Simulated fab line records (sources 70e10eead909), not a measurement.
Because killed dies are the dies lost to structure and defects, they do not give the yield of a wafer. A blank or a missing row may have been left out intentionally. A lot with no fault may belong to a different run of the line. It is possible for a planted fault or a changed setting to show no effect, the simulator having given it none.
Matching of chambers	flow nand harc	3 sister chambers for NHARC_P_CONTACT_DEP_30 on pecvd-02
The step deposits SiNx, target thk 30 nm. 20 wafers are shown with their chamber, then 10 later ones without.

## WAFERS PAIRED WITH THEIR CHAMBERS
wafer	chamber	heater power w (W)
L075.1	0	572
L075.5	2	730
L075.6	0	586
L076.2	1	906
L076.3	2	742
L076.4	2	749
L077.2	0	569
L077.5	2	649
L077.6	0	573
L079.3	1	802
L079.5	0	597
L079.6	1	794
L080.4	1	748
L080.5	2	678
L080.6	1	766
L087.2	1	778
L087.4	0	557
L087.5	1	784
L089.3	1	731
L089.4	2	691

SIGNATURES (averages over the wafers above)
reading	chamber 0	chamber 1	chamber 2	scatter within a chamber
heater power w	575.67	788.62	706.50	41
Rule: a wafer's distance from a chamber is the root of the sum, over the readings, of the square of ((its reading less the chamber's mean) divided by the reading's scatter). If the next closest chamber is less than 2 further off than the closest, the wafer can't be placed; otherwise it belongs to the closest. The scatter is the square root of a quotient: the sum, over the shown wafers, of each reading's squared deviation from its chamber's mean, divided by wafers minus chambers.

## WAFERS WITHOUT THEIR CHAMBER
wafer	heater power w (W)
L089.5	629
L090.1	768
L090.3	621
L090.6	764
L091.1	799
L091.3	626
L091.4	612
L094.1	791
L094.4	692
L094.5	613

## EACH ONE'S CHAMBER
wafer	from the rows above	in truth
L089.5	can't be placed: 0 or 2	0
L090.1	can't be placed: 1 or 2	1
L090.3	can't be placed: 0 or 2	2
L090.6	can't be placed: 1 or 2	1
L091.1	1	1
L091.3	can't be placed: 0 or 2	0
L091.4	can't be placed: 0 or 2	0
L094.1	1	1
L094.4	2	2
L094.5	can't be placed: 0 or 2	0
Placed correctly: 3 of 10. Cannot be placed on the basis of these rows: 7; the candidates contain the true chamber in 7. Placed wrongly: 0.
